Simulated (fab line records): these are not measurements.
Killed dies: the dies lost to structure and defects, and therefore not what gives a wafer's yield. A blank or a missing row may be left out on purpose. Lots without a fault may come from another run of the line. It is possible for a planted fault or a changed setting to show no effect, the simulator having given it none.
fab line records	flow nandHarc	part 1 of 2: steps 1 to 20 of 32
record: lots: 5	wafers: 15	lastDay: 32
route steps=1302 shown A_CONTACT@1011
lots that met no fault: taken from a fault-free run of the same line
startH: hours from the record's first day to the start of the lot's first wafer shown	waitH: hours from the lot's prior step to this one	" identical to the entry in the row above	L1.1+2: a row that stands for several wafers	- no value, or no start was given	* or withheld: withheld	< > ~ a bound
route shown NAME@n: NAME is a module with steps in the file, n the number in the route of the first one	usual: mean and standard deviation over wafers with no fault	same: alike in all rows	chamber/n: place in a boat	sites: per-site readings	_std_site: standard deviation of those values	_edge_site: the outer-site mean with the inner-site mean subtracted	radiusMm: for every site, how far away it sits from the centre of the wafer	mask NAME#n: copy n	behind: the most recent tool/chamber to have shaped the wafer	hold: why the lot went on hold/how many hours it stayed there/how the hold came to an end	device: the transistor (n, p or np) that didn't switch	end of line: at the end of the route, the tests of the same wafers	a step with no rows: only its recipe	killed: count of dies lost to structure and defects at first sort (not the wafer's yield)	map: a wafer's dies, marking killed ones x, the rest . and places with no die _
set.NAME: setting as actually run; set.NAME@STEP: the setting as run at that earlier step	model.NAME: the simulator's own value behind a step, which no gauge read
certain route steps with their lots: each step a table, each wafer a row
services: when a tool's chamber went out of use (startH, in hours from the record's first day, below 0 if earlier), for how many hours, and the reason
== steps ==
step: NHARC_A_CONTACT_ETCH_117
recipe: sourceW: withheld	pressureMtorr: 20	biasV: 3000	timeS: 190	targetDepthA: 18500	arFlowSccm: withheld	c4f8FlowSccm: withheld	o2FlowSccm: withheld	chemistry: C4F8/O2/Ar
usual: chamberPressureMTorr: 20.001/0.018
lot.wafer	tool	chamber	startH	waitH	chamberPressureMTorr	rfHoursCounterH
L078.1	harCapEtch-01	0	525.45	0.1	20.021	2
L078.4	"	1	"	"	19.977	-
L078.3	"	0	"	"	19.989	-
L083.2	harCapEtch-01	1	585.41	0.1	19.971	12
L083.4	"	1	"	"	20.007	-
L083.6	"	1	"	"	19.994	-
L087.4	harCapEtch-02	0	631.95	0.1	20.002	-
L087.3	"	1	"	"	20.011	-
L087.6	"	1	"	"	19.985	-
L088.2	harCapEtch-01	0	632.00	0.2	20.007	19
L088.5	"	0	"	"	20.038	-
L088.6	"	1	"	"	19.974	-
L094.1	harCapEtch-03	0	685.70	0.2	19.965	73
L094.4	"	0	"	"	20.037	-
L094.6	"	0	"	"	19.968	-
step: NHARC_A_CONTACT_ETCH_118
recipe: sourceW: withheld	pressureMtorr: 20	biasV: 3000	timeS: 190	targetDepthA: 18500	arFlowSccm: withheld	c4f8FlowSccm: withheld	o2FlowSccm: withheld	chemistry: C4F8/O2/Ar
usual: chamberPressureMTorr: 19.997/0.017
lot.wafer	tool	chamber	startH	waitH	chamberPressureMTorr	rfHoursCounterH
L078.1	harCapEtch-01	0	525.62	0.1	20.013	2
L078.4	"	1	"	"	20.009	-
L078.3	"	0	"	"	19.993	-
L083.2	harCapEtch-01	1	585.58	0.1	19.986	12
L083.4	"	1	"	"	19.979	-
L083.6	"	1	"	"	20.000	-
L087.4	harCapEtch-02	0	632.12	0.1	19.995	-
L087.3	"	1	"	"	20.000	-
L087.6	"	1	"	"	19.996	-
L088.2	harCapEtch-01	0	632.24	0.2	19.981	19
L088.5	"	0	"	"	20.039	-
L088.6	"	1	"	"	20.035	-
L094.1	harCapEtch-03	0	685.92	0.2	19.996	73
L094.4	"	0	"	"	19.996	-
L094.6	"	0	"	"	19.982	-
step: NHARC_A_CONTACT_ETCH_119
recipe: sourceW: withheld	pressureMtorr: 20	biasV: 3000	timeS: 190	targetDepthA: 18500	arFlowSccm: withheld	c4f8FlowSccm: withheld	o2FlowSccm: withheld	chemistry: C4F8/O2/Ar
usual: chamberPressureMTorr: 19.999/0.016
lot.wafer	tool	chamber	startH	waitH	chamberPressureMTorr	rfHoursCounterH
L078.1	harCapEtch-01	0	525.80	0.1	19.995	3
L078.4	"	1	"	"	19.991	-
L078.3	"	0	"	"	19.995	-
L083.2	harCapEtch-01	1	585.75	0.1	20.017	12
L083.4	"	1	"	"	20.001	-
L083.6	"	1	"	"	20.009	-
L087.4	harCapEtch-02	0	632.29	0.1	20.011	-
L087.3	"	1	"	"	20.001	-
L087.6	"	1	"	"	20.014	-
L088.2	harCapEtch-01	0	632.46	0.2	20.005	20
L088.5	"	0	"	"	20.001	-
L088.6	"	1	"	"	19.960	-
L094.1	harCapEtch-03	0	686.15	0.2	20.003	73
L094.4	"	0	"	"	20.026	-
L094.6	"	0	"	"	19.979	-
step: NHARC_A_CONTACT_ETCH_120
recipe: sourceW: withheld	pressureMtorr: 20	biasV: 3000	timeS: 190	targetDepthA: 18500	arFlowSccm: withheld	c4f8FlowSccm: withheld	o2FlowSccm: withheld	chemistry: C4F8/O2/Ar
usual: chamberPressureMTorr: 20.002/0.018
lot.wafer	tool	chamber	startH	waitH	chamberPressureMTorr	rfHoursCounterH
L078.1	harCapEtch-01	0	525.97	0.1	20.006	3
L078.4	"	1	"	"	19.991	-
L078.3	"	0	"	"	20.010	-
L083.2	harCapEtch-01	1	585.92	0.1	20.005	12
L083.4	"	1	"	"	20.014	-
L083.6	"	1	"	"	19.983	-
L087.4	harCapEtch-02	0	632.46	0.1	20.008	-
L087.3	"	1	"	"	19.966	-
L087.6	"	1	"	"	20.009	-
L088.2	harCapEtch-01	0	632.69	0.2	20.010	20
L088.5	"	0	"	"	20.016	-
L088.6	"	1	"	"	19.994	-
L094.1	harCapEtch-03	0	686.37	0.2	20.027	73
L094.4	"	0	"	"	19.953	-
L094.6	"	0	"	"	20.033	-
step: NHARC_A_CONTACT_ETCH_121
recipe: sourceW: withheld	pressureMtorr: 20	biasV: 3000	timeS: 190	targetDepthA: 18500	arFlowSccm: withheld	c4f8FlowSccm: withheld	o2FlowSccm: withheld	chemistry: C4F8/O2/Ar
usual: chamberPressureMTorr: 20.001/0.02
lot.wafer	tool	chamber	startH	waitH	chamberPressureMTorr	rfHoursCounterH
L078.1	harCapEtch-01	0	526.14	0.1	19.956	3
L078.4	"	1	"	"	20.047	-
L078.3	"	0	"	"	19.965	-
L083.2	harCapEtch-01	1	586.09	0.1	20.017	12
L083.4	"	1	"	"	20.014	-
L083.6	"	1	"	"	20.028	-
L087.4	harCapEtch-02	0	632.63	0.1	19.991	-
L087.3	"	1	"	"	20.006	-
L087.6	"	1	"	"	20.033	-
L088.2	harCapEtch-01	0	632.92	0.2	20.009	20
L088.5	"	0	"	"	19.991	-
L088.6	"	1	"	"	19.995	-
L094.1	harCapEtch-03	0	686.60	0.2	20.017	73
L094.4	"	0	"	"	19.996	-
L094.6	"	0	"	"	19.964	-
step: NHARC_A_CONTACT_ETCH_122
recipe: sourceW: withheld	pressureMtorr: 20	biasV: 3000	timeS: 190	targetDepthA: 18500	arFlowSccm: withheld	c4f8FlowSccm: withheld	o2FlowSccm: withheld	chemistry: C4F8/O2/Ar
usual: chamberPressureMTorr: 20.001/0.017
lot.wafer	tool	chamber	startH	waitH	chamberPressureMTorr	rfHoursCounterH
L078.1	harCapEtch-01	0	526.31	0.1	20.009	3
L078.4	"	1	"	"	20.007	-
L078.3	"	0	"	"	20.006	-
L083.2	harCapEtch-01	1	586.27	0.1	19.980	13
L083.4	"	1	"	"	20.001	-
L083.6	"	1	"	"	20.017	-
L087.4	harCapEtch-02	0	632.80	0.1	20.025	-
L087.3	"	1	"	"	19.997	-
L087.6	"	1	"	"	19.990	-
L088.2	harCapEtch-01	0	633.15	0.2	20.037	20
L088.5	"	0	"	"	20.004	-
L088.6	"	1	"	"	19.985	-
L094.1	harCapEtch-03	0	686.83	0.2	20.013	73
L094.4	"	0	"	"	20.005	-
L094.6	"	0	"	"	19.980	-
step: NHARC_A_CONTACT_ETCH_123
recipe: sourceW: withheld	pressureMtorr: 20	biasV: 400	timeS: 490	targetDepthA: 21100	arFlowSccm: withheld	c4f8FlowSccm: 11.5	o2FlowSccm: 7.2	chemistry: C4F8/O2/Ar
usual: chamberPressureMTorr: 20.000/0.018
lot.wafer	tool	chamber	startH	waitH	chamberPressureMTorr	rfHoursCounterH
L078.1	harCapEtch-01	0	526.54	0.2	19.994	3
L078.4	"	1	"	"	20.021	-
L078.3	"	0	"	"	20.017	-
L083.2	harCapEtch-01	1	586.44	0.1	19.991	13
L083.4	"	1	"	"	19.994	-
L083.6	"	1	"	"	20.017	-
L087.4	harCapEtch-02	0	633.08	0.3	20.008	-
L087.3	"	1	"	"	20.005	-
L087.6	"	1	"	"	19.992	-
L088.2	harCapEtch-01	0	633.37	0.2	19.943	20
L088.5	"	0	"	"	20.008	-
L088.6	"	1	"	"	20.004	-
L094.1	harCapEtch-03	0	687.14	0.3	20.015	74
L094.4	"	0	"	"	20.012	-
L094.6	"	0	"	"	20.005	-
step: NHARC_A_CONTACT_ETCH_90
recipe: targetDepthA: 400	overEtchFrac: 0.5	timeS: 85.7	ionEnergyEv: 120	ch3fFlowSccm: 50	o2FlowSccm: 30	arFlowSccm: 200	rfW: 500	biasW: 100	chemistry: CH3F/O2
usual: chamberPressureMTorr: 25.000/0.024	drypumpMotorCurrentA: 5.8/0.37	oesProductAu: 0.97/0.037	rfFwdPowerW: 496.6/1.6	rfVppV: 244.7/1.8	showerheadPlenumPTorr: 2.49/0.11	throttleValvePct: 20.663/0.01
lot.wafer	tool	chamber	startH	waitH	chamberPressureMTorr	drypumpMotorCurrentA	oesProductAu	rfFwdPowerW	rfHoursCounterH	rfVppV	showerheadPlenumPTorr	throttleValvePct
L078.4	rieDiel-03	2	527.43	0.7	25.050	6.0	0.99	497.4	18	241.1	2.33	20.655
L078.3	"	0	"	"	24.990	6.1	1.03	494.2	17	243.4	2.39	20.652
L078.1	"	1	"	"	24.996	6.2	1.01	494.7	16	245.9	2.65	20.666
L083.4	rieDiel-03	1	587.42	0.7	25.014	6.2	0.92	496.7	36	247.6	2.65	20.657
L083.2	"	2	"	"	25.007	6.0	0.91	497.0	40	242.1	2.33	20.678
L083.6	"	1	"	"	24.969	6.2	0.92	498.1	-	246.4	2.65	20.680
L087.4	rieDiel-02	0	633.90	0.7	24.972	5.5	0.90	495.8	10	246.9	2.52	20.666
L087.3	"	2	"	"	24.992	5.8	0.92	496.7	10	243.8	2.34	20.667
L087.6	"	0	"	"	25.005	5.5	0.91	496.5	-	244.4	2.52	20.660
L088.2	rieDiel-03	0	634.53	1.0	24.988	6.2	0.94	496.1	56	242.4	2.37	20.672
L088.5	"	3	"	"	25.005	5.9	0.92	496.5	-	245.8	2.56	20.677
L088.6	"	0	"	"	25.008	6.1	0.95	496.9	-	242.7	2.37	20.667
L094.4	rieDiel-02	0	688.17	0.7	25.031	5.5	0.98	496.6	16	245.4	2.52	20.664
L094.1	"	2	"	"	25.018	5.9	0.99	498.5	17	243.9	2.34	20.647
L094.6	"	1	"	"	25.015	5.2	1.01	494.8	-	242.2	2.44	20.653
step: NHARC_A_CONTACT_ETCH_96
recipe: targetDepthA: 200	overEtchFrac: 0.5	timeS: 10	ionEnergyEv: 250	c4f6FlowSccm: 25	o2FlowSccm: 20	arFlowSccm: 500	rfW: 600	biasW: 500	chemistry: C4F6/O2
usual: c4f6FlowSccm: 25.01/0.073	chamberPressureMTorr: 30.000/0.027	drypumpMotorCurrentA: 5.8/0.36	oesProductAu: 0.978/0.025	rfFwdPowerW: 587.2/2.7	rfVppV: 548/3.4	showerheadPlenumPTorr: 3.96/0.16	throttleValvePct: 26.904/0.0093
lot.wafer	tool	chamber	startH	waitH	c4f6FlowSccm	chamberPressureMTorr	drypumpMotorCurrentA	oesProductAu	rfFwdPowerW	rfHoursCounterH	rfVppV	showerheadPlenumPTorr	throttleValvePct
L078.1	rieDiel-03	2	-	-	24.97	29.980	6.0	0.996	586.2	18	542	3.74	26.915
L078.3	"	3	"	"	25.07	29.972	5.9	0.994	589.1	19	551	4.10	26.905
L078.4	"	0	"	"	24.90	30.021	6.2	1.031	591.6	17	543	3.81	26.907
L083.4	rieDiel-03	1	-	-	25.00	29.977	6.2	0.947	579.8	36	552	4.20	26.911
L083.2	"	2	"	"	24.91	29.967	6.0	0.937	589.9	40	542	3.72	26.906
L083.6	"	1	"	"	24.97	29.958	6.2	0.950	583.5	-	551	4.20	26.907
L087.4	rieDiel-02	1	-	-	24.99	30.015	5.2	0.968	586.3	10	547	3.90	26.894
L087.3	"	2	"	"	25.10	30.004	5.9	0.919	584.5	11	545	3.75	26.891
L087.6	"	2	"	"	25.04	30.014	5.9	0.912	587.3	-	543	3.75	26.895
L088.2	rieDiel-03	3	-	-	25.04	30.057	5.9	0.972	589.7	59	550	4.07	26.913
L088.6	"	0	"	"	24.95	29.996	6.2	0.994	587.8	-	544	3.79	26.909
L088.5	"	1	"	"	25.08	30.059	6.2	0.956	583.6	-	552	4.19	26.921
L094.4	rieDiel-02	1	-	-	24.96	30.001	5.2	1.012	588.0	17	546	3.90	26.913
L094.1	"	2	"	"	25.06	29.989	5.9	0.992	584.5	17	542	3.75	26.891
L094.6	"	0	"	"	25.05	30.026	5.5	0.984	589.2	-	549	4.02	26.917
step: NHARC_A_CONTACT_CD_MEAS_53
usual: cdNm: 289.3/0.93
lot.wafer	tool	chamber	startH	waitH	cdNm
L078.1	cdSem-02	-	527.67	-	289.9
L078.3	"	-	"	"	287.8
L078.4	"	-	"	"	289.4
L083.2	cdSem-03	-	587.63	-	290.9
L083.4	"	-	"	"	290.5
L083.6	"	-	"	"	290.7
L087.3	cdSem-03	-	634.12	-	290.2
L087.4	"	-	"	"	291.8
L087.6	"	-	"	"	291.6
L088.2	cdSem-03	-	634.74	-	288.3
L088.5	"	-	"	"	291.0
L088.6	"	-	"	"	288.5
L094.1	cdSem-01	-	688.39	-	290.2
L094.4	"	-	"	"	291.0
L094.6	"	-	"	"	289.8
step: NHARC_A_CONTACT_STRIP_99
recipe: n2FlowSccm: 150	h2FlowSccm: 150	arFlowSccm: 0	biasW: 0	chemistry: N2/H2
lot.wafer	tool	chamber	startH	waitH
L078.1+3+4	rieDiel-02	1,3,0	527.75	0.1
L083.2+4+6	rieDiel-13	2,0,1	587.72	0.1
L087.4+3+6	rieDiel-02	1,2,1	634.21	0.1
L088.2+6+5	rieDiel-13	3,1,2	634.84	0.1
L094.4+1+6	rieDiel-02	2,0,1	688.48	0.1
step: NHARC_A_CONTACT_STRIP_100
recipe: cf4FlowSccm: 100	chf3FlowSccm: 30	arFlowSccm: 0	biasW: 0	chemistry: CF4/CHF3
lot.wafer	tool	chamber	startH	waitH
L078.1+4+3	rieDiel-02	3,1,2	528.12	0.4
L083.4+2+6	rieDiel-13	2,3,2	587.80	0.1
L087.3+4+6	rieDiel-02	0,1,0	634.30	0.1
L088.2+5+6	rieDiel-13	3,3,2	634.93	0.1
L094.4+1+6	rieDiel-02	3,1,3	688.57	0.1
step: NHARC_A_CONTACT_STRIP_101
recipe: o2FlowSccm: 400	cosFlowSccm: 20	arFlowSccm: 0	biasW: 0	chemistry: O2/COS
lot.wafer	tool	chamber	startH	waitH
L078.1+3+4	rieDiel-02	3,0,2	528.18	0.1
L083.2+4+6	rieDiel-13	3,0,2	587.87	0.1
L087.4+3+6	rieDiel-02	0,1,2	634.37	0.1
L088.2+5+6	rieDiel-13	1,3,1	635.09	0.2
L094.1+4+6	rieDiel-02	2,3,1	688.63	0.1
step: NHARC_A_CONTACT_ETCH_102
recipe: targetDepthA: 1000	overetchA: 100	timeS: 55	ionEnergyEv: 100	cf4FlowSccm: 80	o2FlowSccm: 20	arFlowSccm: 0	rfW: 300	biasW: 100	chemistry: CF4/O2
usual: chamberPressureMTorr: 30.000/0.027	drypumpMotorCurrentA: 5.8/0.41	oesProductAu: 0.999/0.013	rfFwdPowerW: 297.0/1.1	rfVppV: 198.2/1.5	showerheadPlenumPTorr: 1.35/0.059	throttleValvePct: 13.398/0.0089
lot.wafer	tool	chamber	startH	waitH	chamberPressureMTorr	drypumpMotorCurrentA	oesProductAu	rfFwdPowerW	rfHoursCounterH	rfVppV	showerheadPlenumPTorr	throttleValvePct
L078.3	rieDiel-02	2	528.24	0.1	30.004	5.9	1.009	298.0	25	196.8	1.28	13.398
L078.1	"	3	"	"	29.990	5.5	1.003	296.8	26	199.5	1.40	13.398
L078.4	"	0	"	"	30.001	5.5	0.992	297.4	25	198.7	1.37	13.411
L083.4	rieDiel-13	0	587.94	0.1	29.992	6.3	1.023	295.5	21	197.8	1.36	13.396
L083.2	"	1	"	"	29.954	6.4	0.984	297.5	19	199.4	1.43	13.399
L083.6	"	3	"	"	30.000	5.6	1.004	298.4	-	201.1	1.44	13.392
L087.4	rieDiel-02	0	634.43	0.1	30.045	5.5	0.973	297.7	10	197.2	1.37	13.392
L087.3	"	1	"	"	30.031	5.2	1.016	295.1	10	196.8	1.33	13.397
L087.6	"	0	"	"	30.011	5.5	0.982	297.1	-	199.3	1.37	13.403
L088.2	rieDiel-13	2	635.16	0.1	30.023	6.5	0.995	295.3	37	198.2	1.31	13.413
L088.6	"	2	"	"	30.025	6.5	1.002	295.7	-	196.9	1.31	13.391
L088.5	"	3	"	"	29.993	5.5	0.992	297.7	-	200.4	1.44	13.373
L094.4	rieDiel-02	1	688.69	0.0	29.968	5.2	0.990	296.3	17	197.8	1.32	13.403
L094.1	"	2	"	"	29.982	5.9	0.985	295.9	17	196.2	1.27	13.407
L094.6	"	1	"	"	30.027	5.2	1.001	298.1	-	198.0	1.32	13.399
step: NHARC_A_CONTACT_STRIP_55
recipe: o2FlowSccm: 500	arFlowSccm: 0	biasW: 0	chemistry: O2
usual: chamberPressureMTorr: 59.99/0.059	drypumpMotorCurrentA: 5.9/0.39	oesProductAu: 0.998/0.014	rfVppV: 57.8/0.81	showerheadPlenumPTorr: 3.56/0.15	throttleValvePct: 17.035/0.0088
lot.wafer	tool	chamber	startH	waitH	chamberPressureMTorr	drypumpMotorCurrentA	oesProductAu	rfHoursCounterH	rfVppV	showerheadPlenumPTorr	throttleValvePct
L078.3	rieDiel-02	0	-	-	59.98	5.5	0.987	25	57.5	3.63	17.037
L078.4	"	1	"	"	60.01	5.2	1.004	16	58.3	3.52	17.049
L078.1	"	2	"	"	60.13	5.9	1.001	25	59.5	3.38	17.038
L083.2	rieDiel-13	3	-	-	59.97	5.6	1.000	23	59.1	3.79	17.038
L083.4	"	1	"	"	60.03	6.4	0.997	19	57.0	3.77	17.024
L083.6	"	2	"	"	59.91	6.5	1.007	-	56.8	3.48	17.043
L087.3	rieDiel-02	3	-	-	60.01	5.5	0.989	10	57.2	3.68	17.027
L087.4	"	0	"	"	60.03	5.6	0.980	10	57.1	3.62	17.036
L087.6	"	2	"	"	59.90	5.9	0.982	-	57.2	3.37	17.033
L088.2	rieDiel-13	1	-	-	59.88	6.4	0.989	35	59.6	3.76	17.021
L088.5	"	1	"	"	60.00	6.4	0.998	-	58.9	3.76	17.041
L088.6	"	2	"	"	59.96	6.5	1.003	-	56.4	3.47	17.024
L094.1	rieDiel-02	3	-	-	59.92	5.5	0.990	15	58.6	3.67	17.034
L094.4	"	1	"	"	59.98	5.2	1.001	17	57.4	3.50	17.047
L094.6	"	2	"	"	59.96	5.9	0.990	-	57.4	3.37	17.033
step: NHARC_A_CONTACT_STRIP_56
recipe: timeS: 600	tempC: 30	chemistry: postEtchResidueRemover
usual: bathHeatDutyPct: 13.4/1.6
lot.wafer	tool	chamber	startH	waitH	bathHeatDutyPct
L078.3	wetBench-01	0	528.65	-	11.7
L078.4	"	2	"	"	13.5
L078.1	"	3	"	"	9.9
L083.2	wetBench-05	0	588.33	-	11.9
L083.4	"	2	"	"	13.9
L083.6	"	3	"	"	15.9
L087.3	wetBench-05	7	634.82	-	11.8
L087.6	"	0	"	"	10.9
L087.4	"	2	"	"	13.6
L088.2	wetBench-06	1	635.61	-	12.8
L088.6	"	2	"	"	11.9
L088.5	"	4	"	"	15.2
L094.4	wetBench-06	0	689.09	-	15.2
L094.1	"	3	"	"	14.7
L094.6	"	4	"	"	14.0
step: NHARC_A_CONTACT_DEP_57
recipe: targetThkA: 53000	tempC: 400	material: aC
usual: throttleValvePct: 35.000/0.0091
lot.wafer	tool	chamber	startH	waitH	throttleValvePct
L078.1	aclDep-01	0	528.91	-	35.007
L078.3	"	0	529.98	-	34.995
L078.4	"	0	"	"	35.000
L083.2	aclDep-02	0	590.45	-	35.011
L083.4	"	0	591.53	-	35.014
L083.6	"	0	592.61	-	35.006
L087.3	aclDep-01	0	636.23	-	35.005
L087.4	"	0	"	"	34.995
L087.6	"	0	637.83	-	34.996
L088.2	aclDep-03	0	636.52	-	34.994
L088.5	"	0	638.15	-	34.990
L088.6	"	0	"	"	34.996
L094.1	aclDep-02	0	690.72	-	34.999
L094.4	"	0	692.33	-	34.997
L094.6	"	0	693.40	-	35.005
step: NHARC_A_CONTACT_DEP_58
recipe: targetThkA: 900	targetThkNm: 90	tempC: 400	pressureTorr: 3.5	flowSccm: 200	rfW: 350	material: SiON
usual: heaterPowerW: 717/96	rfFwdPowerW: 348.4/1.2
lot.wafer	tool	chamber	startH	waitH	heaterPowerW	rfFwdPowerW
L078.1	pecvd-02	2	532.17	2.7	787	350.8
L078.3	"	0	"	"	928	349.4
L078.4	"	0	"	"	932	349.6
L083.2	pecvd-03	1	593.19	2.2	679	348.7
L083.4	"	0	"	"	789	348.5
L083.6	"	1	"	"	672	347.6
L087.3	pecvd-03	2	638.38	1.6	565	348.8
L087.4	"	2	"	"	583	349.1
L087.6	"	1	"	"	670	348.8
L088.2	pecvd-03	0	639.26	2.2	743	347.9
L088.5	"	0	"	"	726	351.1
L088.6	"	1	"	"	635	349.8
L094.1	pecvd-02	1	693.96	2.7	749	348.3
L094.6	"	1	"	"	755	347.1
L094.4	"	0	"	"	911	348.6
step: NHARC_A_CONTACT_DEHYDRATE_59
recipe: tempC: 150	timeS: 120
lot.wafer	tool	chamber	startH	waitH
L078.1+3+4	lithoTrack-04	0	532.41	0.2
L083.2+4+6	lithoTrack-04	0	593.44	0.2
L087.3+4+6	lithoTrack-06	0	638.65	0.2
L088.2+5+6	lithoTrack-01	0	639.53	0.2
L094.1+4+6	lithoTrack-06	0	694.23	0.2
step: NHARC_A_CONTACT_HMDS_60
recipe: timeS: 30
lot.wafer	tool	chamber	startH	waitH
L078.1+3+4	lithoTrack-04	0	-	-
L083.2+4+6	lithoTrack-04	0	-	-
L087.3+4+6	lithoTrack-06	0	-	-
L088.2+5+6	lithoTrack-01	0	-	-
L094.1+4+6	lithoTrack-06	0	-	-
